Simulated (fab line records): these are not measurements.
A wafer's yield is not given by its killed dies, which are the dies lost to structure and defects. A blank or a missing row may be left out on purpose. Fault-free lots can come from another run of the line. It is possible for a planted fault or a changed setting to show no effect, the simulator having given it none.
Split-lot trial + flow n5-finfet + 7 lots, 39 wafers read, on a route of 1938 steps

SPLIT DETAILS
At N5_MIM_BOT_ETCH_ETCH_04 (etches SiNx in CF4/O2, target depth 26 nm, time 13 s), the setting time-s was moved away from the recipe's 13 s on 15 of the 39 wafers read, by -58.0% to +35.5%. All remaining wafers had this setting at the recipe value.

The reading comes from the split's own step.

THE READING
MIM_BOT_ETCH.cd-offset-nm (the simulator's own value, which no gauge read), in nm, at N5_MIM_BOT_ETCH_ETCH_04 (etches SiNx in CF4/O2, target depth 26 nm, time 13 s). The file does not state a usual value for it. Average 0.0 nm, standard deviation 0.082 nm, over the 24 wafers here run with the recipe.

| wafer  | tool, chamber at the split | time-s as run, s | against the recipe | MIM_BOT_ETCH.cd-offset-nm, nm | against lot-mates on the recipe |
|--------|----------------------------|------------------|--------------------|-------------------------------|---------------------------------|
| L074.1 | rie-diel-06, 2             | 13               | recipe             | 0                             | -                               |
| L074.2 | rie-diel-06, 3             | 13               | recipe             | 0                             | -                               |
| L074.3 | rie-diel-06, 0             | 17.61            | +35.5%             | -0.2                          | -0.2                            |
| L074.4 | rie-diel-06, 1             | 17.61            | +35.5%             | -0.4                          | -0.4                            |
| L074.5 | rie-diel-06, 2             | 17.61            | +35.5%             | -0.2                          | -0.2                            |
| L074.6 | rie-diel-06, 1             | 13               | recipe             | 0                             | -                               |
| L079.2 | rie-diel-03, 1             | 13               | recipe             | -0.2                          | -                               |
| L079.4 | rie-diel-03, 0             | 13               | recipe             | 0                             | -                               |
| L079.5 | rie-diel-03, 0             | 13               | recipe             | 0                             | -                               |
| L077.1 | rie-diel-06, 0             | 13               | recipe             | 0.2                           | -                               |
| L077.2 | rie-diel-06, 2             | 13               | recipe             | 0                             | -                               |
| L077.3 | rie-diel-06, 3             | 13               | recipe             | 0                             | -                               |
| L077.4 | rie-diel-06, 0             | 13               | recipe             | 0.2                           | -                               |
| L077.5 | rie-diel-06, 2             | 13               | recipe             | 0                             | -                               |
| L077.6 | rie-diel-06, 3             | 13               | recipe             | 0                             | -                               |
| L075.1 | rie-diel-02, 3             | 13               | recipe             | 0                             | -                               |
| L075.2 | rie-diel-02, 1             | 16.34            | +25.7%             | -0.2                          | -0.2                            |
| L075.3 | rie-diel-02, 0             | 16.34            | +25.7%             | -0.2                          | -0.2                            |
| L075.4 | rie-diel-02, 2             | 13               | recipe             | 0                             | -                               |
| L075.5 | rie-diel-02, 2             | 16.34            | +25.7%             | -0.4                          | -0.4                            |
| L075.6 | rie-diel-02, 3             | 13               | recipe             | 0                             | -                               |
| L081.1 | rie-diel-02, 1             | 16.5             | +26.9%             | -0.2                          | -0.2                            |
| L081.2 | rie-diel-02, 0             | 16.5             | +26.9%             | -0.2                          | -0.2                            |
| L081.3 | rie-diel-02, 3             | 13               | recipe             | 0                             | -                               |
| L081.4 | rie-diel-02, 2             | 13               | recipe             | 0                             | -                               |
| L081.5 | rie-diel-02, 2             | 16.5             | +26.9%             | -0.4                          | -0.4                            |
| L081.6 | rie-diel-02, 3             | 13               | recipe             | 0                             | -                               |
| L087.1 | rie-diel-03, 3             | 5.56             | -57.2%             | 0.6                           | +0.6                            |
| L087.2 | rie-diel-03, 1             | 5.56             | -57.2%             | 0.6                           | +0.6                            |
| L087.3 | rie-diel-03, 2             | 13               | recipe             | 0                             | -                               |
| L087.4 | rie-diel-03, 0             | 13               | recipe             | 0                             | -                               |
| L087.5 | rie-diel-03, 2             | 5.56             | -57.2%             | 0.8                           | +0.8                            |
| L087.6 | rie-diel-03, 1             | 13               | recipe             | 0                             | -                               |
| L089.1 | rie-diel-06, 3             | 5.459            | -58.0%             | 0.6                           | +0.7                            |
| L089.2 | rie-diel-06, 1             | 13               | recipe             | -0.2                          | -                               |
| L089.3 | rie-diel-06, 2             | 5.459            | -58.0%             | 0.6                           | +0.7                            |
| L089.4 | rie-diel-06, 3             | 13               | recipe             | 0                             | -                               |
| L089.5 | rie-diel-06, 1             | 5.459            | -58.0%             | 0.6                           | +0.7                            |
| L089.6 | rie-diel-06, 2             | 13               | recipe             | 0                             | -                               |

THE FIT
A straight line over all 39 wafers: MIM_BOT_ETCH.cd-offset-nm changes by -0.0103 nm for each +1% of time-s; r = -0.95; the points scatter about the line by 0.091 nm.
The same after taking each lot's own level away (the mean of its wafers on the recipe; 39 wafers): -0.0108 nm for each +1%; r = -0.96; scatter 0.083 nm.
According to that fit, moving time-s by its largest amount changes the reading by 0.62 nm.
The span of the lots' own levels, -0.07 to 0.07 nm, comes to 1.6 times the standard deviation stated above.
Hence the lot-to-lot level has little effect on the slope; both slopes agree.
Check: +0.638 nm against its lot-mates is what the line predicts for one of the wafers moved furthest among these (-58.0%) when that wafer is left out of the fit. It came out at +0.667 nm against them.

OTHER SPLITS ON THESE WAFERS
Before the reading, these wafers also passed through other splits. Each is held against what the fit with the lots' levels taken away leaves over:
| other split on the same wafers      | wafers away from the commonest value | r with MIM_BOT_ETCH.cd-offset-nm (lot level and that fit taken away) |
|-------------------------------------|--------------------------------------|----------------------------------------------------------------------|
| N5_BEOL_M13_TRENCH_ETCH_34 time-s   | 18                                   | +0.12                                                                |
| N5_BEOL_M14_SPUTTER_43 target-thk-a | 18                                   | -0.12                                                                |

THE WHOLE CHAIN: every reading that the file lists as answering this split, in the file's order
| step                    | what it does                                         | reading                                                                    | change (the file's fit)                | r (the file's) |
|-------------------------|------------------------------------------------------|----------------------------------------------------------------------------|----------------------------------------|----------------|
| N5_MIM_BOT_ETCH_ETCH_04 | etches SiNx in CF4/O2, target depth 26 nm, time 13 s | etch.depth-nm (the simulator's own value, which no gauge read)             | +0.267 nm for each +1% of the setting  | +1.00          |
| N5_MIM_BOT_ETCH_ETCH_04 | etches SiNx in CF4/O2, target depth 26 nm, time 13 s | MIM_BOT_ETCH.cd-offset-nm (the simulator's own value, which no gauge read) | -0.0108 nm for each +1% of the setting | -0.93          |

THE FILE'S OWN FIT
MIM_BOT_ETCH.cd-offset-nm changes by -0.0108 nm for each +1% of time-s, r = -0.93.
